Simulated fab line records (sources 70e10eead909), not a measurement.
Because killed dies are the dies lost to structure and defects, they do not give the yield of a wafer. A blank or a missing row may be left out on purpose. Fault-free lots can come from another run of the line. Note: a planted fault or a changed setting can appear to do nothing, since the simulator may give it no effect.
Chamber matching :: flow nand_harc :: rie_diel-03 running NHARC_A_CHANNEL_FILL_D1_STRIP_28: 4 sister chambers
The step strips in O2, time 20 s. 8 wafers are shown with their chamber, then 8 later ones without.

## WAFERS WITH THEIR CHAMBER
wafer: L089.4
chamber: 2
drypump_motor_current_A (A): 5.34
oes_product_au (a.u.): 0.997

wafer: L089.5
chamber: 3
drypump_motor_current_A (A): 5.86
oes_product_au (a.u.): 0.992

wafer: L088.1
chamber: 1
drypump_motor_current_A (A): 5.71
oes_product_au (a.u.): 0.996

wafer: L088.5
chamber: 1
drypump_motor_current_A (A): 5.72
oes_product_au (a.u.): 0.996

wafer: L090.2
chamber: 2
drypump_motor_current_A (A): 5.29
oes_product_au (a.u.): 1.008

wafer: L090.5
chamber: 0
drypump_motor_current_A (A): 5.58
oes_product_au (a.u.): 1.018

wafer: L090.6
chamber: 3
drypump_motor_current_A (A): 5.88
oes_product_au (a.u.): 0.995

wafer: L091.2
chamber: 0
drypump_motor_current_A (A): 5.57
oes_product_au (a.u.): 1.019

## WAFERS WITHOUT THEIR CHAMBER
wafer: L091.3
drypump_motor_current_A (A): 5.29
oes_product_au (a.u.): 1.012

wafer: L091.6
drypump_motor_current_A (A): 5.73
oes_product_au (a.u.): 1.014

wafer: L094.1
drypump_motor_current_A (A): 5.56
oes_product_au (a.u.): 1.004

wafer: L094.2
drypump_motor_current_A (A): 5.33
oes_product_au (a.u.): 1.014

wafer: L094.3
drypump_motor_current_A (A): 5.89
oes_product_au (a.u.): 0.996

wafer: L095.2
drypump_motor_current_A (A): 5.74
oes_product_au (a.u.): 1.005

wafer: L095.3
drypump_motor_current_A (A): 5.32
oes_product_au (a.u.): 1.004

wafer: L095.6
drypump_motor_current_A (A): 5.73
oes_product_au (a.u.): 0.999

## CHAMBER TAKEN BY EACH
wafer: L091.3
from the rows above: 2
in truth: 2

wafer: L091.6
from the rows above: 1
in truth: 1

wafer: L094.1
from the rows above: 0
in truth: 0

wafer: L094.2
from the rows above: 2
in truth: 2

wafer: L094.3
from the rows above: 3
in truth: 3

wafer: L095.2
from the rows above: 1
in truth: 1

wafer: L095.3
from the rows above: 2
in truth: 2

wafer: L095.6
from the rows above: 1
in truth: 1
Correct placement for 8 of the 8. Left unplaced by these rows: 0. Wrongly placed: 0.
How it was worked out, from the rows above alone: a wafer's distance from a chamber is the root of the sum, over the readings, of the square of ((its reading less the chamber's mean) divided by the reading's scatter). The wafer belongs to the nearest chamber; if the next one is less than 2 further off, it can't be placed. For every chamber, the mean is computed from those of its wafers that are shown. How the scatter is found: for the shown wafers, subtract from each reading the mean of its chamber, square and add these, divide the total by (wafers less chambers), then take the root.
